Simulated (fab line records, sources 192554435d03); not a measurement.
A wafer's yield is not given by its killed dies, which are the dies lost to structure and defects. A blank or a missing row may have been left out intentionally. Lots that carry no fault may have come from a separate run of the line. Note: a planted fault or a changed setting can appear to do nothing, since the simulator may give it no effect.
Lot-split experiment    flow n5-finfet    route with 1938 steps; 7 lots, 21 wafers read

THE SPLIT ITSELF
At N5_FIN_SAQP_ETCH_65 (etches SiO2 in CF4, target depth 4 nm, time 4.4 s), the setting time-s was moved away from the recipe's 4.4 s on 7 of the 21 wafers read, by -15.3% to +21.2%. For the rest of the wafers, this setting stayed at what the recipe calls for.

The split's own step is where the reading is taken.

THE READING
etch.depth-nm (the simulator's own value, which no gauge read), in nm, at N5_FIN_SAQP_ETCH_65 (etches SiO2 in CF4, target depth 4 nm, time 4.4 s). The file does not state a usual value for it. The 14 wafers here that ran the recipe average 4.035 nm, standard deviation 0.075 nm.

wafer   tool, chamber at the split  time-s as run, s  against the recipe  etch.depth-nm, nm  against lot-mates on the recipe
L074.2  rie-si-04, 1                4.4               recipe              3.962              -
L074.4  rie-si-04, 0                4.4               recipe              4.062              -
L074.6  rie-si-04, 1                4.4               recipe              3.991              -
L076.1  rie-si-02, 0                4.4               recipe              4.09               -
L076.4  rie-si-02, 2                5.331             +21.2%              4.981              +0.915
L076.6  rie-si-02, 0                4.4               recipe              4.043              -
L080.1  rie-si-04, 0                4.4               recipe              4.122              -
L080.4  rie-si-04, 2                4.4               recipe              3.985              -
L080.5  rie-si-04, 0                4.4               recipe              4.168              -
L083.1  rie-si-05, 3                4.4               recipe              3.987              -
L083.3  rie-si-05, 0                4.892             +11.2%              4.481              +0.548
L083.5  rie-si-05, 1                4.4               recipe              3.879              -
L089.1  rie-si-04, 0                3.728             -15.3%              3.454              -0.500
L089.3  rie-si-04, 3                3.728             -15.3%              3.366              -0.588
L089.5  rie-si-04, 2                4.4               recipe              3.954              -
L096.3  rie-si-04, 3                4.4               recipe              4.054              -
L096.5  rie-si-04, 3                4.024             -8.5%               3.653              -0.419
L096.6  rie-si-04, 0                4.4               recipe              4.09               -
L097.1  rie-si-02, 0                4.4               recipe              4.098              -
L097.2  rie-si-02, 1                5.125             +16.5%              4.668              +0.570
L097.5  rie-si-02, 1                5.125             +16.5%              4.69               +0.592

FIT RESULTS
A straight line over all 21 wafers: etch.depth-nm changes by +0.0415 nm for each +1% of time-s; r = +0.98; the points scatter about the line by 0.07 nm.
The same after taking each lot's own level away (the mean of its wafers on the recipe; 21 wafers): +0.0391 nm for each +1%; r = +0.99; scatter 0.063 nm.
According to that fit, moving time-s by its largest amount changes the reading by 0.83 nm.
From 3.9330 to 4.0980 nm: that is the span of the lots' own levels, equal to 2.2 times the standard deviation above.
Consequently the slope shifts little with the lot-to-lot level, the two slopes agreeing.
Check: for one of the wafers moved furthest among these (+21.2%), held out of the fit, the line's prediction against its lot-mates is +0.797 nm. Against them it came out at +0.915 nm.

OTHER SPLITS ON THESE WAFERS
These wafers also went through other splits before the reading. Each is held against what the fit with the lots' levels taken away leaves over:
other split on the same wafers     wafers away from the commonest value  r with etch.depth-nm (lot level and that fit taken away)
N5_WELL_APT_COAT_02 spin-rpm       6                                     +0.21
N5_WELL_APT_EXPOSE_22 dose-mj      2                                     +0.31
N5_FIN_SAQP_SPACER1_ALD_24 temp-c  9                                     +0.10

FILE'S OWN FIT
etch.depth-nm changes by +0.0408 nm for each +1% of time-s, r = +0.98.
